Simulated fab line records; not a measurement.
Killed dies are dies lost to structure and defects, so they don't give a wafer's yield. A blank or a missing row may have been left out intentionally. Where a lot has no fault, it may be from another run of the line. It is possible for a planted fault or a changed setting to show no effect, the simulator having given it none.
Matching of chambers | flow n5_finfet | rie_diel-01 running N5_PASSIVATION_VIA_ETCH_13: 4 sister chambers
The step etches SiO2 in CHF3/O2, target depth 660 nm, time 330 s. 4 wafers are shown with their chamber, then 7 later ones without.

== WAFERS WITH THEIR CHAMBER ==
wafer  | chamber | rf_vpp_V (V)
L183.4 | 0       | 531
L189.6 | 2       | 535
L193.2 | 3       | 497
L193.5 | 1       | 534

== WAFERS MISSING THEIR CHAMBER ==
wafer  | rf_vpp_V (V)
L193.6 | 496
L201.2 | 496
L201.5 | 535
L201.6 | 530
L202.4 | 535
L202.5 | 535
L202.6 | 534

== WHICH CHAMBER EACH WENT THROUGH ==
wafer  | from the rows above     | in truth
L193.6 | 3                       | 3
L201.2 | 3                       | 3
L201.5 | can't be placed: 2 or 1 | 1
L201.6 | 0                       | 0
L202.4 | can't be placed: 2 or 1 | 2
L202.5 | can't be placed: 2 or 1 | 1
L202.6 | can't be placed: 1 or 2 | 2
Correct placement for 3 of the 7. Unplaceable from these rows: 4, with the true chamber sitting among the candidates in 4. 0 placed wrongly.
How it was worked out, from the rows above alone: a wafer's distance from a chamber is the root of the sum, over the readings, of the square of ((its reading less the chamber's mean) divided by the reading's scatter). The wafer belongs to the nearest chamber; if the next one is less than 2 further off, it can't be placed. For every chamber, the mean is computed from those of its wafers that are shown. The scatter: with one shown wafer a chamber, the root of the mean of the squares of how far each hidden wafer lies from its nearest shown one.
